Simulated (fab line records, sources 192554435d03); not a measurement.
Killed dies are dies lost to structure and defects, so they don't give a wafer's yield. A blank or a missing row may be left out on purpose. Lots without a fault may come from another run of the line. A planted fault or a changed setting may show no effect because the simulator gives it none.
fab line records | flow n5_finfet | part 1 of 2: steps 1 to 21 of 28
record lots=5 wafers=15 last_day=18
route steps=1938 shown GATE_CUT@516 MOL_CONTACT_COAG@517
lots that met no fault: from a run of the same line without faults
start_h: hours from the record's first day to the start of the lot's first wafer shown | wait_h: hours since the lot's step before | " the same as in the row above | L1.1+2: a row that stands for several wafers | - no value, or no start given | * or withheld: withheld | < > ~ a bound
route shown NAME@n: a module of which the file shows steps, and the number in the route of the first | usual: mean/standard deviation of fault-free wafers | same: alike in all rows | chamber/n: place in a boat | sites: the reading at each site | _std_site: their standard deviation | _edge_site: outer sites' mean less inner sites' | radius_mm: how far each site lies from the wafer's centre | mask NAME#n: copy n | behind: the tool/chamber that last shaped the wafer | hold: why the lot was held/for how many hours/how that ended | device: the transistor (n, p or np) that didn't switch | end of line: the same wafers' tests at the end of the route | a step without rows: its recipe alone | killed: dies lost to structure and defects at the first sort, not the wafer's yield | map: a wafer's dies, x killed, . not, _ none there
set.NAME: the setting as run; set.NAME@STEP: as run at that earlier step | model.NAME: the simulator's own value behind a step, which no gauge read
lots at some steps of the route; a table a step, a row a wafer
services: from which hour (start_h, from the record's first day; less than 0 if before it) a tool's chamber was out of use, for how many hours, and why
## steps
# step N5_GATE_CUT_INSPECT_26
# recipe inspect_instrument=darkfield mode=post_cmp
# usual raw_defect_count=43/18
# columns lot.wafer tool chamber start_h wait_h raw_defect_count
L078.2 defect_inspect-02 - 114.26 0.0 32
L078.4 " - " " 29
L078.5 " - " " 20
L082.3 defect_inspect-01 - 137.61 0.0 45
L082.4 " - " " 44
L082.6 " - " " 20
L087.1 defect_inspect-01 - 169.40 0.0 42
L087.2 " - " " 33
L087.3 " - " " 50
L090.3 defect_inspect-01 - 183.80 0.0 67
L090.4 " - " " 77
L090.6 " - " " 59
L094.2 defect_inspect-01 - 209.76 0.0 34
L094.3 " - " " 27
L094.6 " - " " 70
# step N5_MOL_CONTACT_COAG_COAT_103
# recipe resist=SOC temp_c=250 time_s=60 spin_rpm=1500 resist_thk_nm=80
# usual plate_temp_C=250.03/0.19
# columns lot.wafer tool chamber start_h wait_h plate_temp_C
L078.2 litho_track-01 0 114.29 0.0 250.45
L078.4 " 0 " " 249.98
L078.5 " 0 " " 250.19
L082.3 litho_track-01 0 137.65 0.0 249.80
L082.4 " 0 " " 249.86
L082.6 " 0 " " 249.92
L087.1 litho_track-05 0 169.43 0.0 249.99
L087.2 " 0 " " 249.77
L087.3 " 0 " " 249.85
L090.3 litho_track-01 0 183.83 0.0 249.66
L090.4 " 0 " " 250.08
L090.6 " 0 " " 249.80
L094.2 litho_track-01 0 209.79 0.0 249.95
L094.3 " 0 " " 250.27
L094.6 " 0 " " 250.21
# step N5_MOL_CONTACT_COAG_COAT_104
# recipe resist=SiARC temp_c=220 time_s=60 spin_rpm=1500 resist_thk_nm=12
# usual plate_temp_C=220.00/0.18
# columns lot.wafer tool chamber start_h wait_h plate_temp_C
L078.2 litho_track-01 0 - - 220.02
L078.4 " 0 " " 219.89
L078.5 " 0 " " 219.94
L082.3 litho_track-01 0 - - 219.71
L082.4 " 0 " " 219.79
L082.6 " 0 " " 219.67
L087.1 litho_track-05 0 - - 220.10
L087.2 " 0 " " 220.15
L087.3 " 0 " " 220.18
L090.3 litho_track-01 0 - - 219.76
L090.4 " 0 " " 219.86
L090.6 " 0 " " 219.85
L094.2 litho_track-01 0 - - 220.40
L094.3 " 0 " " 220.62
L094.6 " 0 " " 220.30
# step N5_MOL_CONTACT_COAG_COAT_58
# recipe resist=underlayer temp_c=205 time_s=60 spin_rpm=1500 resist_thk_nm=10
# usual plate_temp_C=205.03/0.14
# columns lot.wafer tool chamber start_h wait_h plate_temp_C
L078.2 litho_track-01 0 - - 205.12
L078.4 " 0 " " 204.98
L078.5 " 0 " " 204.89
L082.3 litho_track-01 0 - - 205.16
L082.4 " 0 " " 205.02
L082.6 " 0 " " 205.09
L087.1 litho_track-05 0 - - 205.06
L087.2 " 0 " " 205.17
L087.3 " 0 " " 204.87
L090.3 litho_track-01 0 - - 204.93
L090.4 " 0 " " 204.94
L090.6 " 0 " " 204.99
L094.2 litho_track-01 0 - - 204.71
L094.3 " 0 " " 205.07
L094.6 " 0 " " 204.95
# step N5_MOL_CONTACT_COAG_COAT_02
# recipe resist=CAR-EUV spin_rpm=1500 resist_thk_nm=30
# columns lot.wafer tool chamber start_h wait_h
L078.2+4+5 litho_track-01 0 - -
L082.3+4+6 litho_track-01 0 - -
L087.1+2+3 litho_track-05 0 - -
L090.3+4+6 litho_track-01 0 - -
L094.2+3+6 litho_track-01 0 - -
# step N5_MOL_CONTACT_COAG_EBR_04
# recipe solvent=PGMEA ebr_width_mm=1.5
# columns lot.wafer tool chamber start_h wait_h
L078.2+4+5 litho_track-01 0 - -
L082.3+4+6 litho_track-01 0 - -
L087.1+2+3 litho_track-05 0 - -
L090.3+4+6 litho_track-01 0 - -
L094.2+3+6 litho_track-01 0 - -
# step N5_MOL_CONTACT_COAG_SOFTBAKE_03
# recipe temp_c=110 time_s=60 resist=CAR-EUV
# usual plate_temp_C=110.02/0.14
# columns lot.wafer tool chamber start_h wait_h plate_temp_C
L078.2 litho_track-01 0 - - 109.96
L078.4 " 0 " " 110.07
L078.5 " 0 " " 109.87
L082.3 litho_track-01 0 - - 109.79
L082.4 " 0 " " 109.96
L082.6 " 0 " " 109.82
L087.1 litho_track-05 0 - - 109.92
L087.2 " 0 " " 110.07
L087.3 " 0 " " 110.07
L090.3 litho_track-01 0 - - 110.02
L090.4 " 0 " " 110.13
L090.6 " 0 " " 110.07
L094.2 litho_track-01 0 - - 110.18
L094.3 " 0 " " 110.17
L094.6 " 0 " " 109.98
# step N5_MOL_CONTACT_COAG_EXPOSE_05
# recipe mask_id=CA na=0.33 source_shape=annular sigma_inner=0.4 sigma_outer=0.8 polarization=unpolarized defocus_nm=0 dose_mj=38.25
# columns lot.wafer tool chamber start_h wait_h mask
L078.2+4+5 euv_scanner-02 0 114.56 - CA#0
L082.3+4+6 euv_scanner-02 0 137.80 - CA#0
L087.1+2+3 euv_scanner-01 0 169.57 - CA#0
L090.3+4+6 euv_scanner-02 0 183.98 - CA#0
L094.2+3+6 euv_scanner-02 0 209.93 - CA#0
# step N5_MOL_CONTACT_COAG_PEB_06
# recipe peb_temp_c=100 peb_time_s=60 resist=CAR-EUV
# usual plate_temp_C=100.00/0.15
# columns lot.wafer tool chamber start_h wait_h plate_temp_C
L078.2 litho_track-01 0 114.61 0.0 100.29
L078.4 " 0 " " 99.77
L078.5 " 0 " " 99.96
L082.3 litho_track-01 0 137.85 0.0 99.93
L082.4 " 0 " " 99.67
L082.6 " 0 " " 99.72
L087.1 litho_track-01 0 169.63 0.1 100.05
L087.2 " 0 " " 99.80
L087.3 " 0 " " 99.78
L090.3 litho_track-02 0 184.03 0.0 100.23
L090.4 " 0 " " 100.15
L090.6 " 0 " " 100.44
L094.2 litho_track-01 0 209.99 0.0 99.77
L094.3 " 0 " " 99.92
L094.6 " 0 " " 100.15
# step N5_MOL_CONTACT_COAG_DEVELOP_07
# recipe develop_time_s=30 developer=TMAH resist=CAR-EUV rinse_liquid=surfactant_rinse dry=air_spin dev_temp_c=23
# same develop_time_s=30
# columns lot.wafer tool chamber start_h wait_h
L078.2+4+5 litho_track-01 0 - -
L082.3+4+6 litho_track-01 0 - -
L087.1+2+3 litho_track-01 0 - -
L090.3+4+6 litho_track-02 0 - -
L094.2+3+6 litho_track-01 0 - -
# step N5_MOL_CONTACT_COAG_CD_MEAS_08
# recipe target_cd_nm=28 landing_energy_ev=500 detector=se_inlens polarity=opening
# usual cd_nm=28.01/0.25
# columns lot.wafer tool chamber start_h wait_h cd_nm
L078.2 cd_sem-02 0 114.68 - 28.16
L078.4 " 0 " " 28.02
L078.5 " 0 " " 28.19
L082.3 cd_sem-03 0 137.91 - 27.77
L082.4 " 0 " " 28.03
L082.6 " 0 " " 28.51
L087.1 cd_sem-02 0 169.70 - 27.72
L087.2 " 0 " " 28.20
L087.3 " 0 " " 27.97
L090.3 cd_sem-02 0 184.10 - 28.30
L090.4 " 0 " " 28.07
L090.6 " 0 " " 28.16
L094.2 cd_sem-02 0 210.06 - 28.30
L094.3 " 0 " " 27.66
L094.6 " 0 " " 28.12
# step N5_MOL_CONTACT_COAG_OVL_MEAS_09
# recipe points_per_wafer=522
# usual CA_OVL=0.1/0.65
# columns lot.wafer tool chamber start_h wait_h CA_OVL[nm]
L078.2 overlay-01 0 114.71 0.0 -1.1
L078.4 " 0 " " -1.1
L078.5 " 0 " " -0.6
L082.3 overlay-02 0 137.95 0.0 -0.1
L082.4 " 0 " " -0.3
L082.6 " 0 " " -1.0
L087.1 overlay-02 0 169.73 0.0 0.6
L087.2 " 0 " " 0.8
L087.3 " 0 " " -0.6
L090.3 overlay-01 0 184.14 0.0 -0.6
L090.4 " 0 " " 0.3
L090.6 " 0 " " 0.9
L094.2 overlay-01 0 210.09 0.0 0.3
L094.3 " 0 " " 0.7
L094.6 " 0 " " 0.6
# step N5_MOL_CONTACT_COAG_INSPECT_10
# recipe mode=adi inspect_instrument=brightfield
# usual raw_defect_count=76/30
# columns lot.wafer tool chamber start_h wait_h raw_defect_count
L078.2 defect_inspect-01 - 114.77 0.0 53
L078.4 " - " " 64
L078.5 " - " " 45
L082.3 defect_inspect-01 - 138.00 0.0 80
L082.4 " - " " 79
L082.6 " - " " 45
L087.1 defect_inspect-02 - 169.79 0.1 66
L087.2 " - " " 74
L087.3 " - " " 90
L090.3 defect_inspect-02 - 184.19 0.1 119
L090.4 " - " " 139
L090.6 " - " " 103
L094.2 defect_inspect-01 - 210.14 0.0 68
L094.3 " - " " 59
L094.6 " - " " 109
# step N5_MOL_CONTACT_COAG_DESCUM_13
# recipe chemistry=O2 time_s=7 source_power_w=50 bias_power_w=20 pressure_mtorr=20 rf_frequency_hz=2.712e+07 temp_c=40 resist=CAR-EUV o2_flow_sccm=225
# usual drypump_motor_current_A=5.7/0.39 o2_flow_sccm=225.0/0.64 oes_product_au=0.79/0.1 rf_vpp_V=243.7/1.5 showerhead_plenum_p_Torr=2.12/0.078 throttle_valve_pct=20.48/0.27
# columns lot.wafer tool chamber start_h wait_h drypump_motor_current_A o2_flow_sccm oes_product_au rf_hours_counter_h rf_vpp_V showerhead_plenum_p_Torr throttle_valve_pct
L078.2 rie_diel-03 0 114.84 0.1 6.2 225.1 0.73 172 243.2 2.18 20.64
L078.4 " 1 " " 6.1 224.9 0.69 - 243.0 2.07 20.26
L078.5 " 2 " " 5.2 225.0 0.71 - 244.6 2.09 20.84
L082.3 rie_diel-05 1 138.11 0.1 5.5 224.0 0.68 221 241.3 2.05 20.54
L082.4 " 3 " " 6.1 224.9 0.73 196 242.3 2.00 20.47
L082.6 " 1 " " 5.5 225.3 0.68 - 242.2 2.05 20.56
L087.1 rie_diel-03 0 169.82 0.0 6.2 224.1 0.70 201 245.3 2.17 20.70
L087.2 " 2 " " 5.2 224.6 0.68 249 242.2 2.08 20.86
L087.3 " 1 " " 6.1 224.6 0.67 280 243.3 2.06 20.29
L090.3 rie_diel-05 3 184.50 0.3 6.1 225.8 0.73 203 241.9 2.00 20.48
L090.4 " 1 " " 5.5 225.0 0.67 230 242.1 2.05 20.56
L090.6 " 3 " " 6.1 225.4 0.72 - 241.7 2.00 20.47
L094.2 rie_diel-05 2 210.66 0.5 6.1 225.0 0.72 183 244.0 2.18 20.73
L094.3 " 1 " " 5.5 224.4 0.67 240 243.3 2.05 20.58
L094.6 " 1 " " 5.5 224.1 0.66 - 242.1 2.05 20.56
# step N5_MOL_CONTACT_COAG_ETCH_59
# recipe chemistry=N2/H2 target=underlayer target_depth_a=130 mask_material=CAR-EUV time_s=10.4 ion_energy_ev=200 pressure_mtorr=30 source_w=840 bias_w=150 n2_flow_sccm=200 h2_flow_sccm=200 ends=cleared
# usual drypump_motor_current_A=5.7/0.39 etch_rf_on_time_s=10.47/0.23 oes_product_au=0.67/0.086 rf_vpp_V=524.6/2.9 showerhead_plenum_p_Torr=2.57/0.098 throttle_valve_pct=17.87/0.23
# columns lot.wafer tool chamber start_h wait_h drypump_motor_current_A etch_rf_on_time_s oes_product_au rf_hours_counter_h rf_vpp_V showerhead_plenum_p_Torr throttle_valve_pct
L078.2 rie_diel-03 0 114.87 0.0 6.2 10.47 0.61 172 528.4 2.64 18.00
L078.4 " 1 " " 6.1 10.45 0.59 - 523.4 2.52 17.80
L078.5 " 2 " " 5.2 10.30 0.60 - 523.6 2.50 17.99
L082.3 rie_diel-05 1 138.14 0.0 5.5 10.81 0.58 221 522.8 2.49 17.91
L082.4 " 3 " " 6.1 10.25 0.63 196 519.9 2.41 17.76
L082.6 " 1 " " 5.5 10.93 0.57 - 523.9 2.49 17.92
L087.1 rie_diel-03 0 169.85 0.0 6.2 10.48 0.60 201 526.8 2.63 18.05
L087.2 " 2 " " 5.2 10.25 0.59 249 523.8 2.49 18.04
L087.3 " 1 " " 6.1 10.44 0.57 280 521.1 2.51 17.86
L090.3 rie_diel-05 3 184.53 0.0 6.2 10.27 0.62 203 521.2 2.41 17.79
L090.4 " 1 " " 5.5 10.89 0.57 230 522.2 2.49 17.93
L090.6 " 3 " " 6.1 10.27 0.62 - 518.5 2.41 17.78
L094.2 rie_diel-05 2 210.70 0.0 6.2 10.62 0.61 183 526.4 2.63 18.04
L094.3 " 1 " " 5.5 11.02 0.56 240 522.4 2.49 17.96
L094.6 " 1 " " 5.5 11.01 0.56 - 524.5 2.49 17.96
# step N5_MOL_CONTACT_COAG_ETCH_105
# recipe chemistry=CF4 target=SiARC target_depth_a=156 mask_material=CAR-EUV time_s=26 ion_energy_ev=80 pressure_mtorr=40 source_w=545 bias_w=36 Ar_flow_sccm=100 cf4_flow_sccm=100 ends=cleared
# usual drypump_motor_current_A=5.7/0.39 etch_rf_on_time_s=26.2/0.56 mfc_ar_sccm=100.0/0.32 oes_product_au=0.67/0.086 rf_vpp_V=184.4/1.3 showerhead_plenum_p_Torr=2.17/0.077 throttle_valve_pct=15.66/0.28
# columns lot.wafer tool chamber start_h wait_h drypump_motor_current_A etch_rf_on_time_s mfc_ar_sccm oes_product_au rf_hours_counter_h rf_vpp_V showerhead_plenum_p_Torr throttle_valve_pct
L078.2 rie_diel-03 0 114.89 0.0 6.2 26.8 100.3 0.60 172 185.0 2.23 15.84
L078.4 " 1 " " 6.1 26.0 99.4 0.59 - 182.7 2.12 15.53
L078.5 " 2 " " 5.2 25.9 99.7 0.60 - 184.3 2.12 15.91
L082.3 rie_diel-05 1 138.16 0.0 5.5 27.1 99.0 0.58 221 183.9 2.12 15.83
L082.4 " 3 " " 6.1 25.6 100.7 0.62 196 183.5 2.04 15.64
L082.6 " 1 " " 5.5 27.0 99.8 0.58 - 183.4 2.12 15.86
L087.1 rie_diel-03 0 169.87 0.0 6.2 26.6 99.9 0.59 201 185.6 2.22 15.90
L087.2 " 2 " " 5.2 25.6 100.1 0.59 249 182.9 2.11 15.94
L087.3 " 1 " " 6.1 26.0 100.0 0.57 280 183.5 2.11 15.62
L090.3 rie_diel-05 3 184.55 0.0 6.1 26.0 100.1 0.61 203 184.7 2.04 15.64
L090.4 " 1 " " 5.5 27.1 100.0 0.57 231 182.2 2.12 15.86
L090.6 " 3 " " 6.1 25.7 100.2 0.63 - 181.8 2.04 15.67
L094.2 rie_diel-05 2 210.72 0.0 6.1 26.5 100.2 0.62 183 184.1 2.21 15.81
L094.3 " 1 " " 5.5 27.4 99.9 0.56 240 184.0 2.11 15.88
L094.6 " 1 " " 5.5 27.3 100.0 0.57 - 184.1 2.11 15.89
# step N5_MOL_CONTACT_COAG_ETCH_106
# recipe chemistry=N2/H2 target=SOC target_depth_a=800 overetch_a=160 mask_material=SiARC temp_c=40 time_s=120 ion_energy_ev=200 pressure_mtorr=30 source_w=840 bias_w=150 n2_flow_sccm=200 h2_flow_sccm=200
# usual drypump_motor_current_A=5.7/0.39 oes_product_au=0.71/0.086 rf_vpp_V=524.8/2.8 showerhead_plenum_p_Torr=2.57/0.098 throttle_valve_pct=17.84/0.23
# columns lot.wafer tool chamber start_h wait_h drypump_motor_current_A oes_product_au rf_hours_counter_h rf_vpp_V showerhead_plenum_p_Torr throttle_valve_pct
L078.2 rie_diel-03 0 114.92 0.0 6.2 0.65 172 526.7 2.64 17.96
L078.4 " 1 " " 6.1 0.62 - 522.8 2.52 17.77
L078.5 " 2 " " 5.2 0.62 - 524.3 2.50 17.97
L082.3 rie_diel-05 1 138.19 0.0 5.5 0.62 221 524.0 2.49 17.89
L082.4 " 3 " " 6.1 0.65 196 521.1 2.41 17.74
L082.6 " 1 " " 5.5 0.62 - 523.4 2.49 17.88
L087.1 rie_diel-03 0 169.90 0.0 6.2 0.63 201 526.2 2.63 18.01
L087.2 " 2 " " 5.2 0.61 249 523.2 2.49 18.01
L087.3 " 1 " " 6.1 0.61 280 523.1 2.51 17.82
L090.3 rie_diel-05 3 184.58 0.0 6.1 0.65 203 519.4 2.41 17.77
L090.4 " 1 " " 5.5 0.62 231 522.1 2.49 17.90
L090.6 " 3 " " 6.1 0.65 - 521.2 2.41 17.76
L094.2 rie_diel-05 2 210.74 0.0 6.1 0.66 183 525.8 2.63 18.01
L094.3 " 1 " " 5.5 0.61 240 523.5 2.49 17.91
L094.6 " 1 " " 5.5 0.61 - 523.9 2.49 17.91
# step N5_MOL_CONTACT_COAG_STRIP_107
# recipe chemistry=N2/H2 temp_c=40 n2_flow_sccm=200 h2_flow_sccm=200 rf_frequency_hz=6e+07
# columns lot.wafer tool chamber start_h wait_h
L078.2+4+5 rie_diel-03 0,1,2 115.00 0.0
L082.3+4+6 rie_diel-05 1,3,1 138.27 0.0
L087.1+2+3 rie_diel-03 0,2,1 169.98 0.0
L090.3+4+6 rie_diel-05 3,1,3 184.66 0.0
L094.2+3+6 rie_diel-05 2,1,1 210.83 0.0
# step N5_MOL_CONTACT_COAG_STRIP_108
# recipe chemistry=N2/H2 temp_c=40 n2_flow_sccm=200 h2_flow_sccm=200 rf_frequency_hz=6e+07
# columns lot.wafer tool chamber start_h wait_h
L078.2+4+5 rie_diel-03 0,1,2 115.01 0.0
L082.3+4+6 rie_diel-05 1,3,1 138.28 0.0
L087.1+2+3 rie_diel-03 0,2,1 169.99 0.0
L090.3+4+6 rie_diel-05 3,1,3 184.67 0.0
L094.2+3+6 rie_diel-05 2,1,1 210.84 0.0
# step N5_MOL_CONTACT_COAG_CONTACT_ETCH_14
# recipe chemistry=C4F6/O2 target=SiO2 target_depth_a=275 overetch_a=85 mask_material=SOC pressure_mtorr=30 source_w=370 bias_w=185 Ar_flow_sccm=300 C4F6_flow_sccm=16 O2_flow_sccm=10 time_s=20 ion_energy_ev=259.6
# usual drypump_motor_current_A=5.7/0.39 mfc_ar_sccm=300.0/0.93 oes_product_au=0.67/0.081 rf_vpp_V=694/3.6 showerhead_plenum_p_Torr=2.91/0.1 throttle_valve_pct=21.31/0.27
# columns lot.wafer tool chamber start_h wait_h drypump_motor_current_A mfc_ar_sccm oes_product_au rf_hours_counter_h rf_vpp_V showerhead_plenum_p_Torr throttle_valve_pct
L078.2 rie_diel-03 0 115.02 0.0 6.2 298.8 0.61 173 696 2.98 21.44
L078.4 " 1 " " 6.1 300.0 0.59 - 691 2.84 21.08
L078.5 " 2 " " 5.2 298.4 0.60 - 692 2.87 21.65
L082.3 rie_diel-05 1 138.29 0.0 5.5 299.5 0.59 221 691 2.83 21.37
L082.4 " 3 " " 6.1 299.4 0.62 196 689 2.73 21.13
L082.6 " 1 " " 5.5 299.0 0.59 - 692 2.83 21.39
L087.1 rie_diel-03 0 170.00 0.0 6.2 298.9 0.61 201 696 2.97 21.47
L087.2 " 2 " " 5.2 300.9 0.58 249 690 2.86 21.68
L087.3 " 1 " " 6.1 299.7 0.57 280 690 2.83 21.12
L090.3 rie_diel-05 3 184.68 0.0 6.1 299.5 0.61 204 690 2.73 21.15
L090.4 " 1 " " 5.5 300.9 0.58 231 692 2.83 21.38
L090.6 " 3 " " 6.1 301.2 0.62 - 688 2.73 21.14
L094.2 rie_diel-05 2 210.85 0.0 6.1 298.9 0.62 183 697 2.98 21.49
L094.3 " 1 " " 5.5 300.2 0.57 240 689 2.82 21.40
L094.6 " 1 " " 5.5 300.1 0.58 - 691 2.83 21.42
# step N5_MOL_CONTACT_COAG_STRIP_109
# recipe chemistry=C4F6/O2 resist=SiARC rf_frequency_hz=6e+07
# columns lot.wafer tool chamber start_h wait_h
L078.2+4+5 rie_diel-03 0,1,2 115.05 0.0
L082.3+4+6 rie_diel-05 1,3,1 138.31 0.0
L087.1+2+3 rie_diel-03 0,2,1 170.03 0.0
L090.3+4+6 rie_diel-05 3,1,3 184.70 0.0
L094.2+3+6 rie_diel-05 2,1,1 210.87 0.0
